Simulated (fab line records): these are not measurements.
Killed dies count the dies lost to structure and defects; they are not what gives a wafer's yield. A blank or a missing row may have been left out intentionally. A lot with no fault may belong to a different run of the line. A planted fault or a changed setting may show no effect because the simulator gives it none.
Problem report, 8D (eight disciplines) form, completed by code + flow nandHarc + the parts of the form that need people (team, actions taken, sign-off) are left out

1. THE PROBLEM
Wafers without a fault read 56, standard deviation 20; killedAtArray at NHARC_END_SORT_01 reads a mean of 172 on 4 wafers belonging to 3 lots. That is +5.8 standard deviations from the usual mean.
First seen on wafer L103.1, day 31 04:50, on prober-02. At this step, 9 wafers from 3 lots have a number in the record. Rule for "out" (also "out of limits"): further than 4 standard deviations from the usual mean. All remaining wafers that have a number are taken as sound.

2. WHAT IT IS AND WHAT IT IS NOT
| question                    | is                             | is not                                                                         |
|-----------------------------|--------------------------------|--------------------------------------------------------------------------------|
| which readings at this step | killedAtArray, killedDies      | killedAtOther, killedOpen, killedShort                                         |
| which lots                  | L103, L106, L108               | -                                                                              |
| which wafers of those lots  | L103.1, L106.1, L106.3, L108.1 | L103.4, L103.6, L106.6, L108.5, L108.6                                         |
| read on which gauges        | prober-01, prober-02           | -                                                                              |
| when                        | from day 31 04:50              | up to then (0 sound wafers); but 5 sound wafers of L103, L106, L108 came after |

3. THE SUSPECTS, EACH WITH WHAT RULES IT OUT
Counting: if a tool at a process step up to the reading ran every lot that is out, it stays a suspect. Sound lots after the first of them don't rule it out here, since some wafers of a struck lot are sound.
- the gauge at NHARC_END_SORT_01 has been ruled out. The wafers that are out were read on 2 gauges (prober-01, prober-02).
- rieDiel-04 at NHARC_A_STAIRCASE_ETCH_230 (etches the open film in C4F8/O2, target depth 100 nm, time 40.5 s): kept. It ran every lot that is out, first L103 (day 22 19:34). NHARC_A_STAIRCASE_ETCH_230 gives no start for some lots, so the hours and the order of its lots are those of NHARC_A_STAIRCASE_ETCH_234.
- rieDiel-04 at NHARC_A_STAIRCASE_TRIM_233 (chemistry O2, time 211.2 s): kept. It ran every lot that is out, first L103 (day 22 19:34). NHARC_A_STAIRCASE_TRIM_233 gives no start for some lots, so the hours and the order of its lots are those of NHARC_A_STAIRCASE_ETCH_234.
- rieDiel-04 at NHARC_A_STAIRCASE_ETCH_234 (etches the open film in C4F8/O2, target depth 100 nm, time 40.5 s): kept. It ran every lot that is out, first L103 (day 22 19:34). Its own oesProductAu readings are out on those wafers.
- rieDiel-04 at NHARC_A_STAIRCASE_TRIM_235 (chemistry O2, time 211.2 s): kept. It ran every lot that is out, first L103 (day 31 04:50). NHARC_A_STAIRCASE_TRIM_235 gives no start for some lots, so the hours and the order of its lots are those of NHARC_END_SORT_01.
Left after counting: rieDiel-04 at NHARC_A_STAIRCASE_ETCH_230, rieDiel-04 at NHARC_A_STAIRCASE_TRIM_233, rieDiel-04 at NHARC_A_STAIRCASE_ETCH_234, rieDiel-04 at NHARC_A_STAIRCASE_TRIM_235.

4. THE CAUSE (what the simulator had put in)
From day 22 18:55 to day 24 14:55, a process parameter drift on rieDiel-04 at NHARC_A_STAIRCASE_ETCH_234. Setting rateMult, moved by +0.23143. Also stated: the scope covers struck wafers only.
After counting, 4 suspects remain, this tool included.

5. THE EFFECT CHAIN, in route order
Each row: a reading where the mean over the struck wafers with a number is more than 3 standard deviations away from the usual. Only readings for which the record gives a usual standard deviation are gone through. hours: the time from each lot's start at the first step in this table that gives one to its start at this step, as a median over the lots. sigmas: the change in usual standard deviations.
| hours | step                       | reading       | usual      | on struck wafers | change | sigmas |
|-------|----------------------------|---------------|------------|------------------|--------|--------|
| 0     | NHARC_A_STAIRCASE_ETCH_234 | oesProductAu  | 0.946 a.u. | 1.097            | +0.151 | +12    |
| 201   | NHARC_END_SORT_01          | killedAtArray | 56         | 172              | +116   | +5.8   |
| 201   | NHARC_END_SORT_01          | killedDies    | 61         | 181              | +120   | +5.7   |
Its process steps:
- NHARC_A_STAIRCASE_ETCH_234: etches the open film in C4F8/O2, target depth 100 nm, time 40.5 s.

6. HOW IT WOULD HAVE BEEN CAUGHT EARLIER
202 hours passed between the start of the fault at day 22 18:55 and the first reading out of limits at a measuring or inspecting step in this record, taken at day 31 04:50.
At NHARC_A_STAIRCASE_ETCH_234, the tool's own readings (oesProductAu) were out on each struck wafer the step has a row for, so an alarm limit on them would have fired on the first such wafer.
By day 31 04:50, every lot that is out (3) had started NHARC_A_STAIRCASE_ETCH_234 on rieDiel-04. Holding the tool at that point would not have protected any of them.
